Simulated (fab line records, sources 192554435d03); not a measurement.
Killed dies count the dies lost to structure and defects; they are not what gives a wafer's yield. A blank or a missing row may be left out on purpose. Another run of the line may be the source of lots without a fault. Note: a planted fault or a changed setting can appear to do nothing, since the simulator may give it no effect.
Matching of chambers :: flow n5Finfet :: N5_DUMMY_GATE_ETCH_36 on rieDiel-05 has 4 sister chambers
The step etches SiARC in CF4, target depth 13 nm. 4 wafers are shown with their chamber, then 8 later ones without.

## WAFERS WITH THEIR CHAMBER
wafer: L082.5
chamber: 2
showerheadPlenumPTorr (Torr): 2.18

wafer: L085.4
chamber: 0
showerheadPlenumPTorr (Torr): 2.22

wafer: L085.6
chamber: 1
showerheadPlenumPTorr (Torr): 2.05

wafer: L086.1
chamber: 3
showerheadPlenumPTorr (Torr): 2.09

## WAFERS WITH NO CHAMBER GIVEN
wafer: L086.3
showerheadPlenumPTorr (Torr): 2.05

wafer: L086.5
showerheadPlenumPTorr (Torr): 2.18

wafer: L094.1
showerheadPlenumPTorr (Torr): 2.05

wafer: L094.4
showerheadPlenumPTorr (Torr): 2.05

wafer: L094.5
showerheadPlenumPTorr (Torr): 2.08

wafer: L096.1
showerheadPlenumPTorr (Torr): 2.04

wafer: L096.5
showerheadPlenumPTorr (Torr): 2.17

wafer: L096.6
showerheadPlenumPTorr (Torr): 2.08

## WHICH CHAMBER EACH ONE RAN IN
wafer: L086.3
from the rows above: 1
in truth: 1

wafer: L086.5
from the rows above: 2
in truth: 2

wafer: L094.1
from the rows above: 1
in truth: 1

wafer: L094.4
from the rows above: 1
in truth: 1

wafer: L094.5
from the rows above: 3
in truth: 3

wafer: L096.1
from the rows above: 1
in truth: 1

wafer: L096.5
from the rows above: 2
in truth: 2

wafer: L096.6
from the rows above: 3
in truth: 3
Correct placement for 8 of the 8. Not placeable from these rows: 0. Wrongly placed: 0.
How it was worked out, from the rows above alone: a wafer's distance from a chamber is the root of the sum, over the readings, of the square of ((its reading less the chamber's mean) divided by the reading's scatter). If the next closest chamber is less than 2 further off than the closest, the wafer can't be placed; otherwise it belongs to the closest. Each chamber's mean is taken over the wafers shown for it. The scatter: with one shown wafer a chamber, the root of the mean of the squares of how far each hidden wafer lies from its nearest shown one.
